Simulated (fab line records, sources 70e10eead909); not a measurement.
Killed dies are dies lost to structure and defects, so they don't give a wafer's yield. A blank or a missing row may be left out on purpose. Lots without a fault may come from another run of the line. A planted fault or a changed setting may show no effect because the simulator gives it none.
Chamber matching | flow nand_harc | NHARC_A_CHANNEL_FILL_D1_CMP_10 on cmp-04: 4 sister chambers
The step polishes, target thk 150 nm. 22 wafers are shown with their chamber, then 11 later ones without.

WAFERS WITH THEIR CHAMBER
wafer  | chamber | motor_current_A (A) | time_to_endpoint_s (s)
L074.1 | 1       | 15.2                | 14.6
L074.3 | 0       | 13.5                | 13.3
L074.6 | 1       | 15.3                | 14.0
L075.1 | 3       | 13.2                | 16.7
L075.2 | 2       | 12.9                | 12.3
L075.3 | 1       | 14.7                | 11.6
L075.4 | 0       | 12.7                | 10.8
L075.5 | 2       | 13.5                | 15.4
L075.6 | 1       | 15.9                | 15.0
L076.1 | 0       | 12.5                | 12.6
L076.4 | 3       | 13.3                | 15.1
L076.5 | 1       | 15.6                | 13.4
L078.1 | 3       | 13.9                | 14.8
L078.4 | 0       | 13.0                | 12.0
L078.6 | 0       | 13.2                | 11.8
L080.2 | 3       | 13.0                | 16.5
L080.4 | 0       | 13.7                | 12.7
L080.6 | 2       | 13.8                | 12.5
L082.1 | 1       | 15.0                | 16.8
L082.2 | 0       | 13.6                | 17.3
L082.4 | 3       | 12.8                | 16.6
L085.3 | 1       | 14.3                | 16.6

SIGNATURES (means of the wafers above)
reading            | chamber 0 | chamber 1 | chamber 2 | chamber 3 | scatter within a chamber
motor_current_A    | 13.171    | 15.143    | 13.400    | 13.240    | 0.479
time_to_endpoint_s | 12.929    | 14.571    | 13.400    | 15.940    | 1.75
Rule: a wafer's distance from a chamber is the root of the sum, over the readings, of the square of ((its reading less the chamber's mean) divided by the reading's scatter). The wafer belongs to the nearest chamber; if the next one is less than 2 further off, it can't be placed. The scatter: the root of (the sum of the squares of (reading less its chamber's mean) over the shown wafers, divided by (wafers less chambers)).

WAFERS WITHOUT THEIR CHAMBER
wafer  | motor_current_A (A) | time_to_endpoint_s (s)
L085.4 | 13.3                | 14.2
L085.5 | 13.3                | 16.7
L090.1 | 13.3                | 19.1
L090.2 | 13.6                | 13.9
L090.4 | 13.3                | 16.6
L091.1 | 13.7                | 17.2
L091.3 | 13.8                | 15.3
L091.4 | 12.8                | 12.6
L093.1 | 12.5                | 20.9
L093.2 | 13.3                | 15.7
L093.3 | 14.8                | 16.5

WHICH CHAMBER EACH WENT THROUGH
wafer  | from the rows above               | in truth
L085.4 | can't be placed: 2 or 0 or 3      | 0
L085.5 | can't be placed: 3 or 2 or 0      | 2
L090.1 | can't be placed: 3 or 2 or 0      | 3
L090.2 | can't be placed: 2 or 0 or 3      | 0
L090.4 | can't be placed: 3 or 2 or 0      | 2
L091.1 | can't be placed: 3 or 2 or 0      | 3
L091.3 | can't be placed: 3 or 2 or 0 or 1 | 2
L091.4 | can't be placed: 0 or 2 or 3      | 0
L093.1 | can't be placed: 3 or 2 or 0      | 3
L093.2 | can't be placed: 3 or 2 or 0      | 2
L093.3 | can't be placed: 1 or 3           | 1
Placed correctly: 0 of 11. Can't be placed from these rows: 11 (the true chamber is among the candidates in 11). Placed wrongly: 0.
